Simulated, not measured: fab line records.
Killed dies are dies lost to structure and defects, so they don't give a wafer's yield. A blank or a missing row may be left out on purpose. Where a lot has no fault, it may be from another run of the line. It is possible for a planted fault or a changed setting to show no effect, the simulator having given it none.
Chamber matching ; flow nand-harc ; NHARC_P_ZERO_WELL_DESCUM_13 on rie-diel-12 has 4 sister chambers
The step chemistry O2, time 3 s. 8 wafers are shown with their chamber, then 7 later ones without.

## WAFERS WITH THEIR CHAMBER
wafer;chamber;drypump-motor-current-A (A);oes-product-au (a.u.)
L779.5;3;6.4;1.001
L780.5;0;5.6;0.981
L781.4;1;5.2;0.986
L784.2;0;5.6;0.991
L784.4;2;5.8;0.993
L784.5;3;6.3;1.004
L785.3;2;5.8;0.993
L785.4;1;5.2;0.983

## WAFERS WHOSE CHAMBER IS MISSING
wafer;drypump-motor-current-A (A);oes-product-au (a.u.)
L785.6;5.9;0.987
L787.1;5.6;1.006
L787.2;5.2;1.002
L787.3;5.8;0.991
L797.1;5.8;0.988
L797.2;5.6;0.994
L797.5;5.8;1.001

## THE CHAMBER EACH PASSED THROUGH
wafer;from the rows above;in truth
L785.6;2;2
L787.1;can't be placed: 0 or 2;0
L787.2;1;1
L787.3;2;2
L797.1;2;2
L797.2;0;0
L797.5;2;2
Correctly placed: 6 of 7. Unplaceable from these rows: 1, with the true chamber sitting among the candidates in 1. 0 placed wrongly.
How it was worked out, from the rows above alone: a wafer's distance from a chamber is the root of the sum, over the readings, of the square of ((its reading less the chamber's mean) divided by the reading's scatter). If the next closest chamber is less than 2 further off than the closest, the wafer can't be placed; otherwise it belongs to the closest. The mean given for a chamber averages the wafers shown for that chamber. How the scatter is found: for the shown wafers, subtract from each reading the mean of its chamber, square and add these, divide the total by (wafers less chambers), then take the root.
